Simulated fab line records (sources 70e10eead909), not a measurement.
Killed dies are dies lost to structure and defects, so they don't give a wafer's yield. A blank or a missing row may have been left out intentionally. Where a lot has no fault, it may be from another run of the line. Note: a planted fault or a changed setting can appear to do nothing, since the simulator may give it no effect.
fab line records	flow nand-harc	part 1 of 2: steps 1 to 27 of 36
record lots=5	wafers=15	last-day=24
route steps=1159 shown P_M0@274 P_M1@285
lots with no fault: from the same line, run without faults
start-h: the number of hours between the record's first day and the start of the first shown wafer of the lot	wait-h: hours from the lot's prior step to this one	" identical to the entry in the row above	L1.1+2: several wafers, shown together as one row	- no value, or no start was given	* or withheld: withheld	< > ~ a bound
route shown NAME@n: a module of which the file shows steps, and the number in the route of the first	usual: the fault-free wafers' mean and standard deviation	same: alike in all rows	chamber/n: place in a boat	sites: each site's reading	_std_site: how widely they spread, as a standard deviation	_edge_site: mean of outer sites minus mean of inner sites	radius-mm: how far each site lies from the wafer's centre	mask NAME#n: copy n	behind: the most recent tool/chamber to have shaped the wafer	hold: reason for holding the lot/hours on hold/outcome of the hold	device: transistor that didn't switch, given as n, p or np	end of line: the same wafers' tests at the end of the route	a step without rows: its recipe alone	killed: dies that structure and defects cost at the first sort, which is not the same as the wafer's yield	map: the dies of a wafer, with x for killed, . for not killed, _ for no die there
set.NAME: the setting the step ran with; set.NAME@STEP: the setting that earlier step ran with	model.NAME: the simulator's own value behind a step, which no gauge read
lots seen at some steps along the route; tables by step, rows by wafer
services: the hour from which a tool's chamber was out of use, counted from the record's first day as start-h (under 0 if before that day), plus the number of hours and why
## steps
# step NHARC_P_M0_PVD_20
# recipe target-thk-a=50	bias-v=168.6	power-w=15000	chamber-pressure-pa=0.12	time-s=8.06	substrate-temp-c=50	material=TaN
# usual throttle-valve-pct=29.9/1.1
lot.wafer	tool	chamber	start-h	wait-h	throttle-valve-pct
L078.2	pvd-sputter-02	-	-	-	31.1
L078.6	"	-	"	"	31.3
L078.5	"	-	"	"	28.2
L079.2	pvd-sputter-01	-	-	-	29.8
L079.3	"	-	"	"	31.8
L079.6	"	-	"	"	29.6
L084.3	pvd-sputter-03	-	-	-	29.4
L084.2	"	-	"	"	29.7
L084.1	"	-	"	"	31.4
L090.4	pvd-sputter-01	-	-	-	28.9
L090.2	"	-	"	"	31.8
L090.5	"	-	"	"	29.1
L097.2	pvd-sputter-02	-	-	-	32.2
L097.1	"	-	"	"	27.1
L097.5	"	-	"	"	32.1
# step NHARC_P_M0_PVD_21
# recipe target-thk-a=300	chamber-pressure-pa=5	power-w=5000	substrate-temp-c=30	time-s=20.49	material=Cu
# usual throttle-valve-pct=29.9/1.1
lot.wafer	tool	chamber	start-h	wait-h	throttle-valve-pct
L078.2	pvd-sputter-02	-	-	-	30.9
L078.6	"	-	"	"	31.4
L078.5	"	-	"	"	28.5
L079.2	pvd-sputter-01	-	-	-	29.7
L079.3	"	-	"	"	32.1
L079.6	"	-	"	"	31.5
L084.2	pvd-sputter-03	-	-	-	29.4
L084.1	"	-	"	"	29.8
L084.3	"	-	"	"	31.4
L090.2	pvd-sputter-01	-	-	-	28.9
L090.4	"	-	"	"	31.9
L090.5	"	-	"	"	28.8
L097.2	pvd-sputter-02	-	-	-	29.6
L097.1	"	-	"	"	30.9
L097.5	"	-	"	"	27.5
# step NHARC_P_M0_ECD_22
# recipe target-thk-a=4000	bath-temp-c=25	material=Cu
# usual bath-temp-c=25.01/0.11
lot.wafer	tool	chamber	start-h	wait-h	bath-temp-c
L078.2	ecd-cu-02	0	141.37	-	24.96
L078.6	"	0	"	"	25.10
L078.5	"	1	"	"	24.99
L079.2	ecd-cu-01	1	141.95	-	25.00
L079.3	"	1	"	"	25.02
L079.6	"	1	"	"	24.92
L084.1	ecd-cu-01	0	178.18	-	25.18
L084.2	"	1	"	"	24.99
L084.3	"	1	"	"	24.99
L090.2	ecd-cu-02	1	220.35	-	25.04
L090.4	"	1	"	"	25.03
L090.5	"	0	"	"	25.17
L097.2	ecd-cu-01	0	249.29	-	24.92
L097.1	"	1	"	"	25.07
L097.5	"	0	"	"	24.86
# step NHARC_P_M0_ANNEAL_30
# recipe temp-c=225	time-s=90
# usual wafer_temp_C_max=226.18/0.28
lot.wafer	tool	chamber	start-h	wait-h	wafer_temp_C_max
L078.2	rtp-anneal-01	0	141.80	0.4	225.59
L078.5	"	0	"	"	225.75
L078.6	"	0	"	"	226.21
L079.2	rtp-anneal-01	0	142.38	0.4	225.91
L079.3	"	0	"	"	225.83
L079.6	"	0	"	"	226.11
L084.1	rtp-anneal-01	0	178.56	0.3	225.99
L084.2	"	0	"	"	226.12
L084.3	"	0	"	"	226.57
L090.2	rtp-anneal-01	0	220.73	0.3	226.25
L090.4	"	0	"	"	225.96
L090.5	"	0	"	"	225.82
L097.1	rtp-anneal-01	0	249.68	0.3	226.11
L097.2	"	0	"	"	226.26
L097.5	"	0	"	"	226.08
# step NHARC_P_M0_CMP_23
# recipe t-overpolish-s=20	target-thk-nm=117.53
# usual motor-current-A=12.3/1.2	time-to-endpoint-s=28.0/2.4
lot.wafer	tool	chamber	start-h	wait-h	motor-current-A	time-to-endpoint-s
L078.2	cmp-04	0	142.13	-	11.3	27.6
L078.6	"	3	"	"	14.9	26.4
L078.5	"	0	"	"	11.7	28.3
L079.3	cmp-03	3	142.74	-	14.1	28.8
L079.2	"	0	"	"	12.2	27.1
L079.6	"	1	"	"	13.2	24.9
L084.1	cmp-01	2	178.93	-	12.5	28.7
L084.3	"	3	"	"	10.0	27.1
L084.2	"	0	"	"	12.8	29.7
L090.2	cmp-01	0	221.02	-	12.9	31.4
L090.4	"	3	"	"	10.0	27.3
L090.5	"	1	"	"	12.1	21.2
L097.1	cmp-04	2	250.05	-	11.1	28.8
L097.2	"	3	"	"	13.6	29.7
L097.5	"	2	"	"	12.0	29.9
# step NHARC_P_M0_THK_MEAS_24
# recipe thk-meas-gauge=xrf
# usual thk-nm=117.4/1.6
lot.wafer	tool	chamber	start-h	wait-h	thk-nm
L078.2	film-metro-02	-	142.41	-	119.1
L078.5	"	-	"	"	118.6
L078.6	"	-	"	"	117.8
L079.2	film-metro-02	-	142.99	-	118.4
L079.3	"	-	"	"	118.2
L079.6	"	-	"	"	117.6
L084.1	film-metro-02	-	179.21	-	117.9
L084.2	"	-	"	"	120.2
L084.3	"	-	"	"	117.5
L090.2	film-metro-02	-	221.34	-	121.8
L090.4	"	-	"	"	117.4
L090.5	"	-	"	"	118.0
L097.1	film-metro-01	-	250.37	-	118.5
L097.2	"	-	"	"	117.9
L097.5	"	-	"	"	118.0
# step NHARC_P_M0_SRD_25
lot.wafer	tool	chamber	start-h	wait-h
L078.2+6+5	wet-bench-10	5,7,0	142.46	0.0
L079.3+2+6	wet-bench-10	3,5,0	143.03	0.0
L084.1+3+2	wet-bench-10	2,3,6	179.26	0.0
L090.4+2+5	wet-bench-10	7,2,3	221.38	0.0
L097.5+2+1	wet-bench-08	3,5,0	250.41	0.0
# step NHARC_P_M0_INSPECT_27
# usual raw-defect-count=316/130
lot.wafer	tool	chamber	start-h	wait-h	raw-defect-count
L078.2	defect-inspect-01	-	142.57	0.0	208
L078.5	"	-	"	"	215
L078.6	"	-	"	"	322
L079.2	defect-inspect-02	-	143.15	0.0	192
L079.3	"	-	"	"	333
L079.6	"	-	"	"	311
L084.1	defect-inspect-02	-	179.37	0.0	187
L084.2	"	-	"	"	138
L084.3	"	-	"	"	205
L090.2	defect-inspect-02	-	221.49	0.0	276
L090.4	"	-	"	"	306
L090.5	"	-	"	"	196
L097.1	defect-inspect-01	-	250.52	0.0	308
L097.2	"	-	"	"	473
L097.5	"	-	"	"	493
# step NHARC_P_M0_PRE_CLEAN_31
# recipe time-s=12	temp-c=370	rf-power-w=300	gas=NH3
# usual heater-power-w=637/82
lot.wafer	tool	chamber	start-h	wait-h	heater-power-w
L078.2	pecvd-02	2	142.66	0.1	674
L078.5	"	0	"	"	711
L078.6	"	1	"	"	512
L079.2	pecvd-03	2	143.33	0.2	597
L079.3	"	0	"	"	520
L079.6	"	0	"	"	489
L084.3	pecvd-04	2	179.44	0.1	662
L084.2	"	0	"	"	657
L084.1	"	1	"	"	599
L090.2	pecvd-04	2	221.85	0.4	687
L090.5	"	2	"	"	725
L090.4	"	0	"	"	590
L097.2	pecvd-04	0	250.68	0.2	642
L097.1	"	1	"	"	577
L097.5	"	1	"	"	586
# step NHARC_P_M0_DEP_32
# recipe target-thk-a=300	temp-c=370	target-thk-nm=30	pressure-torr=3	flow-sccm=200	rf-w=450	material=SiCN
# usual chamber-pressure-Torr=3.001/0.0069	heater-power-w=583/80
lot.wafer	tool	chamber	start-h	wait-h	chamber-pressure-Torr	heater-power-w
L078.2	pecvd-02	2	142.80	0.1	3.014	601
L078.5	"	0	"	"	2.996	639
L078.6	"	1	"	"	2.991	426
L079.2	pecvd-03	2	143.43	0.1	3.011	630
L079.3	"	0	"	"	3.001	529
L079.6	"	0	"	"	3.015	529
L084.3	pecvd-04	2	179.52	0.1	2.987	682
L084.2	"	0	"	"	3.001	595
L084.1	"	1	"	"	3.000	524
L090.2	pecvd-04	2	221.96	0.1	2.989	642
L090.5	"	2	"	"	3.009	646
L090.4	"	0	"	"	2.999	609
L097.2	pecvd-04	0	250.79	0.1	2.996	578
L097.1	"	1	"	"	3.010	489
L097.5	"	1	"	"	3.000	490
# step NHARC_P_M1_DEP_00
# recipe target-thk-a=1825	target-thk-nm=182.5	temp-c=withheld	pressure-torr=5	flow-sccm=200	rf-w=600	material=SiOC
# usual chamber-pressure-Torr=4.999/0.011
lot.wafer	tool	chamber	start-h	wait-h	chamber-pressure-Torr
L078.2	pecvd-02	1	-	-	4.977
L078.6	"	0	"	"	4.993
L078.5	"	2	"	"	4.996
L079.3	pecvd-02	0	143.83	-	4.998
L079.2	"	1	"	"	5.004
L079.6	"	2	"	"	4.992
L084.2	pecvd-03	2	179.93	-	5.017
L084.1	"	0	"	"	5.011
L084.3	"	1	"	"	4.992
L090.2	pecvd-04	0	-	-	5.011
L090.4	"	1	"	"	5.012
L090.5	"	2	"	"	4.980
L097.2	pecvd-02	0	251.23	-	5.000
L097.1	"	1	"	"	4.995
L097.5	"	2	"	"	4.990
# step NHARC_P_M1_DEHYDRATE_01
# recipe temp-c=150	time-s=120
# usual plate-temp-C=150.01/0.13
lot.wafer	tool	chamber	start-h	wait-h	plate-temp-C
L078.2	litho-track-01	0	143.51	-	150.08
L078.5	"	0	"	"	150.19
L078.6	"	0	"	"	149.71
L079.2	litho-track-01	0	144.24	-	150.07
L079.3	"	0	"	"	150.16
L079.6	"	0	"	"	150.12
L084.1	litho-track-06	0	180.33	-	149.92
L084.2	"	0	"	"	149.97
L084.3	"	0	"	"	149.97
L090.2	litho-track-01	0	222.71	-	150.18
L090.4	"	0	"	"	150.08
L090.5	"	0	"	"	150.17
L097.1	litho-track-06	0	251.62	-	149.84
L097.2	"	0	"	"	149.80
L097.5	"	0	"	"	150.10
# step NHARC_P_M1_HMDS_02
# recipe time-s=30
lot.wafer	tool	chamber	start-h	wait-h
L078.2+5+6	litho-track-01	0	-	-
L079.2+3+6	litho-track-01	0	-	-
L084.1+2+3	litho-track-06	0	-	-
L090.2+4+5	litho-track-01	0	-	-
L097.1+2+5	litho-track-06	0	-	-
# step NHARC_P_M1_COAT_34
# recipe temp-c=200	time-s=65
# usual plate-temp-C=200.01/0.17
lot.wafer	tool	chamber	start-h	wait-h	plate-temp-C
L078.2	litho-track-01	0	-	-	200.10
L078.5	"	0	"	"	200.19
L078.6	"	0	"	"	199.99
L079.2	litho-track-01	0	-	-	199.59
L079.3	"	0	"	"	199.92
L079.6	"	0	"	"	199.84
L084.1	litho-track-06	0	-	-	200.17
L084.2	"	0	"	"	200.02
L084.3	"	0	"	"	200.10
L090.2	litho-track-01	0	-	-	200.16
L090.4	"	0	"	"	200.24
L090.5	"	0	"	"	200.11
L097.1	litho-track-06	0	-	-	199.87
L097.2	"	0	"	"	200.04
L097.5	"	0	"	"	200.02
# step NHARC_P_M1_COAT_03
# recipe spin-rpm=1500	resist-thk-nm=90
lot.wafer	tool	chamber	start-h	wait-h
L078.2+5+6	litho-track-01	0	-	-
L079.2+3+6	litho-track-01	0	-	-
L084.1+2+3	litho-track-06	0	-	-
L090.2+4+5	litho-track-01	0	-	-
L097.1+2+5	litho-track-06	0	-	-
# step NHARC_P_M1_SOFTBAKE_04
# recipe temp-c=105	time-s=55
# usual plate-temp-C=105.01/0.13
lot.wafer	tool	chamber	start-h	wait-h	plate-temp-C
L078.2	litho-track-01	0	-	-	105.01
L078.5	"	0	"	"	105.02
L078.6	"	0	"	"	104.92
L079.2	litho-track-01	0	-	-	105.02
L079.3	"	0	"	"	104.92
L079.6	"	0	"	"	104.78
L084.1	litho-track-06	0	-	-	104.90
L084.2	"	0	"	"	105.06
L084.3	"	0	"	"	104.86
L090.2	litho-track-01	0	-	-	105.12
L090.4	"	0	"	"	105.24
L090.5	"	0	"	"	105.18
L097.1	litho-track-06	0	-	-	104.75
L097.2	"	0	"	"	104.84
L097.5	"	0	"	"	105.01
# step NHARC_P_M1_EBR_05
lot.wafer	tool	chamber	start-h	wait-h
L078.2+5+6	litho-track-01	0	-	-
L079.2+3+6	litho-track-01	0	-	-
L084.1+2+3	litho-track-06	0	-	-
L090.2+4+5	litho-track-01	0	-	-
L097.1+2+5	litho-track-06	0	-	-
# step NHARC_P_M1_EXPOSE_06
# recipe na=1.35	target-cd-nm=130	dose-mj=81.88	mask-id=P_M1
# usual focus-offset-nm=0.0/0.5
lot.wafer	tool	chamber	start-h	wait-h	mask	focus-offset-nm
L078.2	arfi-scanner-01	0	143.80	-	P_M1#0	0.1
L078.5	"	0	"	"	P_M1#0	0.2
L078.6	"	0	"	"	P_M1#0	-0.1
L079.2	arfi-scanner-03	0	144.53	-	P_M1#0	-0.1
L079.3	"	0	"	"	P_M1#0	0.2
L079.6	"	0	"	"	P_M1#0	0.3
L084.1	arfi-scanner-02	0	180.62	-	P_M1#0	-0.9
L084.2	"	0	"	"	P_M1#0	-0.7
L084.3	"	0	"	"	P_M1#0	-0.7
L090.2	arfi-scanner-02	0	223.01	-	P_M1#0	-0.5
L090.4	"	0	"	"	P_M1#0	0.5
L090.5	"	0	"	"	P_M1#0	-0.8
L097.1	arfi-scanner-02	0	251.91	-	P_M1#0	0.9
L097.2	"	0	"	"	P_M1#0	1.1
L097.5	"	0	"	"	P_M1#0	0.8
# step NHARC_P_M1_PEB_07
# recipe peb-temp-c=100	peb-time-s=65
# usual plate-temp-C=100.01/0.13
lot.wafer	tool	chamber	start-h	wait-h	plate-temp-C
L078.2	litho-track-01	0	143.86	0.1	100.09
L078.5	"	0	"	"	100.22
L078.6	"	0	"	"	100.15
L079.2	litho-track-06	0	144.59	0.1	100.10
L079.3	"	0	"	"	99.97
L079.6	"	0	"	"	99.87
L084.1	litho-track-01	0	180.68	0.1	100.15
L084.2	"	0	"	"	100.07
L084.3	"	0	"	"	100.07
L090.2	litho-track-06	0	223.06	0.1	99.99
L090.4	"	0	"	"	100.02
L090.5	"	0	"	"	99.97
L097.1	litho-track-01	0	251.97	0.1	100.17
L097.2	"	0	"	"	99.88
L097.5	"	0	"	"	100.05
# step NHARC_P_M1_DEVELOP_08
# recipe develop-time-s=35	dev-temp-c=23
# same develop-time-s=35
lot.wafer	tool	chamber	start-h	wait-h
L078.2+5+6	litho-track-01	0	-	-
L079.2+3+6	litho-track-06	0	-	-
L084.1+2+3	litho-track-01	0	-	-
L090.2+4+5	litho-track-06	0	-	-
L097.1+2+5	litho-track-01	0	-	-
# step NHARC_P_M1_CD_MEAS_09
# recipe target-cd-nm=130	landing-energy-ev=500
# usual cd-nm=130.6/0.82
lot.wafer	tool	chamber	start-h	wait-h	cd-nm
L078.2	cd-sem-03	0	143.94	-	132.3
L078.5	"	0	"	"	130.7
L078.6	"	0	"	"	131.6
L079.2	cd-sem-02	0	144.67	-	130.7
L079.3	"	0	"	"	131.2
L079.6	"	0	"	"	130.4
L084.1	cd-sem-02	0	180.76	-	131.6
L084.2	"	0	"	"	131.2
L084.3	"	0	"	"	130.3
L090.2	cd-sem-01	0	223.14	-	129.3
L090.4	"	0	"	"	130.9
L090.5	"	0	"	"	129.1
L097.1	cd-sem-03	0	252.05	-	131.5
L097.2	"	0	"	"	130.2
L097.5	"	0	"	"	130.5
# step NHARC_P_M1_OVL_MEAS_10
# recipe pitch-nm=260
# usual overlay-x-nm=0.0/0.85	overlay-y-nm=-0.1/1
lot.wafer	tool	chamber	start-h	wait-h	overlay-x-nm	overlay-y-nm
L078.2	overlay-01	-	144.04	-	-0.8	-0.9
L078.5	"	-	"	"	-1.8	0.0
L078.6	"	-	"	"	-1.7	-1.0
L079.2	overlay-01	-	144.76	-	0.4	-0.4
L079.3	"	-	"	"	-0.3	-0.8
L079.6	"	-	"	"	0.2	-0.7
L084.1	overlay-01	-	180.85	-	-0.7	0.8
L084.2	"	-	"	"	-0.1	0.2
L084.3	"	-	"	"	0.0	0.8
L090.2	overlay-02	-	223.23	-	1.4	-0.7
L090.4	"	-	"	"	1.4	-0.1
L090.5	"	-	"	"	1.3	0.1
L097.1	overlay-02	-	252.14	-	-1.0	0.2
L097.2	"	-	"	"	-1.3	0.2
L097.5	"	-	"	"	-2.1	0.7
# step NHARC_P_M1_INSPECT_11
# usual raw-defect-count=3.8/2.4
lot.wafer	tool	chamber	start-h	wait-h	raw-defect-count
L078.2	defect-inspect-01	-	144.08	0.0	4
L078.5	"	-	"	"	3
L078.6	"	-	"	"	3
L079.2	defect-inspect-02	-	144.80	0.0	5
L079.3	"	-	"	"	6
L079.6	"	-	"	"	7
L084.1	defect-inspect-02	-	180.89	0.0	3
L084.2	"	-	"	"	2
L084.3	"	-	"	"	1
L090.2	defect-inspect-01	-	223.27	0.0	2
L090.4	"	-	"	"	2
L090.5	"	-	"	"	1
L097.1	defect-inspect-01	-	252.17	0.0	5
L097.2	"	-	"	"	3
L097.5	"	-	"	"	4
# step NHARC_P_M1_DESCUM_14
# recipe time-s=3	o2-flow-sccm=200	ar-flow-sccm=0	bias-power-w=0	chemistry=O2
# usual drypump-motor-current-A=5.6/0.38	oes-product-au=1.002/0.013	rf-vpp-V=57.8/0.85	showerhead-plenum-p-Torr=1.94/0.068	throttle-valve-pct=11.312/0.0096
lot.wafer	tool	chamber	start-h	wait-h	drypump-motor-current-A	oes-product-au	rf-hours-counter-h	rf-vpp-V	showerhead-plenum-p-Torr	throttle-valve-pct
L078.2	rie-diel-03	1	144.15	0.1	5.2	0.997	6	57.1	1.91	11.314
L078.5	"	0	"	"	6.4	0.989	-	58.0	1.98	11.312
L078.6	"	1	"	"	5.2	0.999	-	57.1	1.91	11.316
L079.3	rie-diel-05	2	144.87	0.1	6.3	0.995	3	57.3	1.82	11.312
L079.2	"	0	"	"	5.9	1.024	3	58.1	1.95	11.301
L079.6	"	3	"	"	5.1	1.012	-	57.9	2.05	11.305
L084.1	rie-diel-11	2	180.95	0.1	5.5	1.011	11	57.5	1.98	11.317
L084.3	"	3	"	"	5.4	0.995	12	57.0	1.94	11.307
L084.2	"	1	"	"	5.2	1.008	11	57.3	1.93	11.312
L090.4	rie-diel-05	3	223.33	0.1	5.1	0.996	1	58.7	2.05	11.301
L090.2	"	2	"	"	6.2	1.015	1	57.0	1.82	11.307
L090.5	"	0	"	"	5.9	1.024	-	57.2	1.95	11.310
L097.1	rie-diel-03	0	252.23	0.1	6.4	1.018	2	59.6	1.98	11.301
L097.2	"	1	"	"	5.3	0.993	2	58.2	1.91	11.317
L097.5	"	0	"	"	6.4	1.024	-	57.2	1.98	11.295
# step NHARC_P_M1_ETCH_35
# recipe target-depth-a=400	overetch-a=120	time-s=43.94	ion-energy-ev=200	n2-flow-sccm=150	h2-flow-sccm=150	ar-flow-sccm=0	rf-w=400	bias-w=150	chemistry=N2/H2
# usual drypump-motor-current-A=5.6/0.37	oes-product-au=1.002/0.013	rf-vpp-V=431.0/2.2	showerhead-plenum-p-Torr=2.06/0.076	throttle-valve-pct=14.172/0.0089
lot.wafer	tool	chamber	start-h	wait-h	drypump-motor-current-A	oes-product-au	rf-hours-counter-h	rf-vpp-V	showerhead-plenum-p-Torr	throttle-valve-pct
L078.2	rie-diel-03	0	144.23	0.1	6.4	0.990	5	433.2	2.11	14.174
L078.5	"	3	"	"	5.7	1.009	-	426.4	1.93	14.177
L078.6	"	0	"	"	6.4	0.983	-	433.1	2.11	14.184
L079.2	rie-diel-05	2	144.98	0.1	6.3	1.002	3	426.2	1.94	14.171
L079.3	"	3	"	"	5.1	1.003	3	435.7	2.19	14.174
L079.6	"	3	"	"	5.1	1.005	-	434.1	2.19	14.173
L084.2	rie-diel-11	1	181.04	0.1	5.3	1.015	11	431.4	2.06	14.164
L084.1	"	2	"	"	5.6	1.002	11	431.0	2.11	14.162
L084.3	"	3	"	"	5.4	1.008	12	432.5	2.07	14.183
L090.4	rie-diel-05	2	223.42	0.1	6.3	1.012	1	426.8	1.94	14.166
L090.2	"	3	"	"	5.1	0.989	1	435.2	2.19	14.151
L090.5	"	1	"	"	5.5	0.993	-	428.2	1.93	14.146
L097.2	rie-diel-03	3	252.33	0.1	5.6	0.995	2	428.2	1.92	14.171
L097.1	"	0	"	"	6.4	1.015	2	432.0	2.11	14.159
L097.5	"	1	"	"	5.3	0.990	-	429.3	2.03	14.160
# step NHARC_P_M1_ETCH_15
# recipe target-depth-a=1825	time-s=91.2	c4f8-flow-sccm=withheld	ar-flow-sccm=400	rf-w=600	bias-w=300	chemistry=C4F8/Ar
# usual oes-product-au=0.955/0.023	rf-vpp-V=441.3/2.4
lot.wafer	tool	chamber	start-h	wait-h	oes-product-au	rf-hours-counter-h	rf-vpp-V
L078.2	rie-diel-03	3	-	-	0.920	7	437.8
L078.6	"	1	"	"	0.923	-	442.2
L078.5	"	2	"	"	0.908	-	440.9
L079.3	rie-diel-05	2	-	-	0.961	3	437.1
L079.2	"	3	"	"	0.957	3	444.8
L079.6	"	0	"	"	0.967	-	442.3
L084.2	rie-diel-11	0	-	-	0.994	10	444.5
L084.1	"	1	"	"	1.004	11	440.6
L084.3	"	2	"	"	0.967	11	441.9
L090.4	rie-diel-05	1	-	-	0.964	1	436.7
L090.2	"	2	"	"	0.979	1	438.5
L090.5	"	3	"	"	0.954	-	445.5
L097.2	rie-diel-03	3	-	-	0.980	2	436.5
L097.1	"	0	"	"	0.977	2	442.4
L097.5	"	3	"	"	0.968	-	437.4
# step NHARC_P_M1_CD_MEAS_16
# usual cd-nm=130.8/1.1
lot.wafer	tool	chamber	start-h	wait-h	cd-nm
L078.2	cd-sem-02	-	144.45	-	132.2
L078.5	"	-	"	"	130.5
L078.6	"	-	"	"	131.7
L079.2	cd-sem-03	-	145.23	-	131.5
L079.3	"	-	"	"	132.9
L079.6	"	-	"	"	131.2
L084.1	cd-sem-02	-	181.25	-	131.0
L084.2	"	-	"	"	132.2
L084.3	"	-	"	"	130.0
L090.2	cd-sem-03	-	223.63	-	129.8
L090.4	"	-	"	"	131.4
L090.5	"	-	"	"	130.5
L097.1	cd-sem-02	-	252.54	-	129.2
L097.2	"	-	"	"	131.4
L097.5	"	-	"	"	130.4
